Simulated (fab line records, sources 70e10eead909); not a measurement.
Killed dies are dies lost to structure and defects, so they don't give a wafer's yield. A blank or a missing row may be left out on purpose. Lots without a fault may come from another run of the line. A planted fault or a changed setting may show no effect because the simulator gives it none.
Chamber matching | flow nand_harc | NHARC_A_STAIRCASE_DESCUM_270 on rie_diel-09: 4 sister chambers
The step chemistry O2, time 3 s. 4 wafers are shown with their chamber, then 10 later ones without.

WAFERS WITH THEIR CHAMBER
wafer  | chamber | showerhead_plenum_p_Torr (Torr)
L081.6 | 1       | 2.03
L082.5 | 0       | 1.82
L083.1 | 2       | 2.04
L083.3 | 3       | 1.78

WAFERS WITHOUT THEIR CHAMBER
wafer  | showerhead_plenum_p_Torr (Torr)
L083.5 | 2.04
L090.1 | 1.81
L090.2 | 1.77
L090.4 | 2.02
L091.4 | 2.03
L091.5 | 1.77
L091.6 | 2.03
L097.1 | 1.77
L097.3 | 2.01
L097.4 | 1.81

WHICH CHAMBER EACH WENT THROUGH
wafer  | from the rows above     | in truth
L083.5 | can't be placed: 2 or 1 | 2
L090.1 | 0                       | 0
L090.2 | 3                       | 3
L090.4 | can't be placed: 1 or 2 | 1
L091.4 | can't be placed: 1 or 2 | 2
L091.5 | 3                       | 3
L091.6 | can't be placed: 1 or 2 | 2
L097.1 | 3                       | 3
L097.3 | can't be placed: 1 or 2 | 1
L097.4 | 0                       | 0
Placed correctly: 5 of 10. Can't be placed from these rows: 5 (the true chamber is among the candidates in 5). Placed wrongly: 0.
How it was worked out, from the rows above alone: a wafer's distance from a chamber is the root of the sum, over the readings, of the square of ((its reading less the chamber's mean) divided by the reading's scatter). The wafer belongs to the nearest chamber; if the next one is less than 2 further off, it can't be placed. A chamber's mean is the mean of its shown wafers. The scatter: with one shown wafer a chamber, the root of the mean of the squares of how far each hidden wafer lies from its nearest shown one.
